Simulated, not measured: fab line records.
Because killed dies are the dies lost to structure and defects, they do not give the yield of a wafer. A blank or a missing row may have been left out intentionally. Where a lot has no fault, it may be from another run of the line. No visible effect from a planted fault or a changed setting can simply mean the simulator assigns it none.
Which tool is to blame? :: flow n5Finfet :: 10 lots, 30 wafers sampled, at 3 steps of a route of 1938

## WHAT THE GAUGES SHOWED, per wafer
N5_BEOL_M7_INSPECT_58: inspects for defects (darkfield). Usual: rawDefectCount reads 72 (standard deviation 25).
lot: L312
measured: day 10 08:04
on: defectInspect-02
rawDefectCount: 81 137 100
flag: 

lot: L313
measured: day 10 15:47
on: defectInspect-02
rawDefectCount: 87 68 50
flag: 

lot: L314
measured: day 10 21:49
on: defectInspect-01
rawDefectCount: 47 46 55
flag: 

lot: L316
measured: day 11 16:56
on: defectInspect-01
rawDefectCount: 107 66 68
flag: 

lot: L318
measured: day 12 01:11
on: defectInspect-01
rawDefectCount: 41 57 63
flag: 

lot: L322
measured: day 12 12:14
on: defectInspect-01
rawDefectCount: 46 85 59
flag: 

lot: L328
measured: day 14 22:54
on: defectInspect-02
rawDefectCount: 66 73 53
flag: 

lot: L330
measured: day 15 04:35
on: defectInspect-01
rawDefectCount: 48 32 51
flag: 

lot: L332
measured: day 15 07:23
on: defectInspect-02
rawDefectCount: 52 48 52
flag: 

lot: L333
measured: day 16 10:01
on: defectInspect-02
rawDefectCount: 74 49 68
flag: 

N5_BEOL_M8_THK_MEAS_01. Usual: M8_ILD_THK 155.2 nm, standard deviation 2.
lot: L312
measured: day 10 08:42
on: filmMetro-01
M8_ILD_THK (nm): 153.5 153.3 156.2
flag: 

lot: L313
measured: day 10 16:25
on: filmMetro-02
M8_ILD_THK (nm): 154.9 151.7 155.8
flag: 

lot: L314
measured: day 10 22:26
on: filmMetro-02
M8_ILD_THK (nm): 151.7 152.8 153.7
flag: 

lot: L316
measured: day 11 18:01
on: filmMetro-02
M8_ILD_THK (nm): 156.0 154.7 157.3
flag: 

lot: L318
measured: day 12 01:47
on: filmMetro-02
M8_ILD_THK (nm): 155.2 154.4 155.0
flag: 

lot: L322
measured: day 12 12:51
on: filmMetro-02
M8_ILD_THK (nm): 158.7 158.2 160.1
flag: 

lot: L328
measured: day 14 23:31
on: filmMetro-02
M8_ILD_THK (nm): 153.7 155.3 158.5
flag: 

lot: L330
measured: day 15 05:16
on: filmMetro-01
M8_ILD_THK (nm): 155.9 156.0 157.6
flag: 

lot: L332
measured: day 15 08:00
on: filmMetro-02
M8_ILD_THK (nm): 150.1 153.8 156.5
flag: 

lot: L333
measured: day 16 10:37
on: filmMetro-01
M8_ILD_THK (nm): 152.9 153.5 154.9
flag: 

## WHICH TOOL RAN EACH LOT (tool, then ch and the chambers of the sampled wafers, then the start)
lot: L312
N5_BEOL_M7_CURE_75: uvCure-01 ch 0, day 10 05:02

lot: L313
N5_BEOL_M7_CURE_75: uvCure-01 ch 1, day 10 13:06

lot: L314
N5_BEOL_M7_CURE_75: uvCure-01 ch 1, day 10 19:28

lot: L316
N5_BEOL_M7_CURE_75: uvCure-01 ch 2, day 11 13:33

lot: L318
N5_BEOL_M7_CURE_75: uvCure-03 ch 2, day 11 22:47

lot: L322
N5_BEOL_M7_CURE_75: uvCure-03 ch 2, day 12 09:59

lot: L328
N5_BEOL_M7_CURE_75: uvCure-03 ch 1, day 14 20:19

lot: L330
N5_BEOL_M7_CURE_75: uvCure-01 ch 2, day 15 02:10

lot: L332
N5_BEOL_M7_CURE_75: uvCure-03 ch 2, day 15 04:20

lot: L333
N5_BEOL_M7_CURE_75: uvCure-01 ch 1, day 16 07:20
- N5_BEOL_M7_CURE_75: cures SiCOH lowk, time 120 s.

## AS READ BY THE TOOLS THEMSELVES (means over the sampled wafers that have a number; for cases with no such wafer, the mark the record gives instead)
N5_BEOL_M7_CURE_75. Usual: lampPowerPct 52.31 %, standard deviation 0.053; wafer_temp_C_max 371.9, standard deviation 0.83.
lot: L312
tool: uvCure-01
lampPowerPct (%): 52.29
wafer_temp_C_max: 371.6
flag: 

lot: L313
tool: uvCure-01
lampPowerPct (%): 52.27
wafer_temp_C_max: 371.3
flag: 

lot: L314
tool: uvCure-01
lampPowerPct (%): 52.29
wafer_temp_C_max: 371.2
flag: 

lot: L316
tool: uvCure-01
lampPowerPct (%): 52.30
wafer_temp_C_max: 371.2
flag: 

lot: L318
tool: uvCure-03
lampPowerPct (%): 52.36
wafer_temp_C_max: 371.7
flag: 

lot: L322
tool: uvCure-03
lampPowerPct (%): 52.29
wafer_temp_C_max: 371.9
flag: 

lot: L328
tool: uvCure-03
lampPowerPct (%): 52.33
wafer_temp_C_max: 373.2
flag: 

lot: L330
tool: uvCure-01
lampPowerPct (%): 52.35
wafer_temp_C_max: 371.4
flag: 

lot: L332
tool: uvCure-03
lampPowerPct (%): 52.29
wafer_temp_C_max: 371.6
flag: 

lot: L333
tool: uvCure-01
lampPowerPct (%): 52.25
wafer_temp_C_max: 372.1
flag: 

## THE ANSWER, worked out from the rows above alone
Rule: take the mean of a lot's wafers that have a number; if it is more than 3 standard deviations from the usual mean, the lot is off. Also off: a lot with no number at a reading for which 4 or more lots have one. Any other lot the step has rows for is counted as sound. The gauges are gone through in route order, then the tools' own readings, and for those a lot's mean is taken as printed above. At the first step where some lot is off, the reading lying furthest off is the one used; lots without a number count as furthest.
Nothing can be told from this: no lot is off at any reading shown.

## WHAT THE SIMULATOR PUT IN
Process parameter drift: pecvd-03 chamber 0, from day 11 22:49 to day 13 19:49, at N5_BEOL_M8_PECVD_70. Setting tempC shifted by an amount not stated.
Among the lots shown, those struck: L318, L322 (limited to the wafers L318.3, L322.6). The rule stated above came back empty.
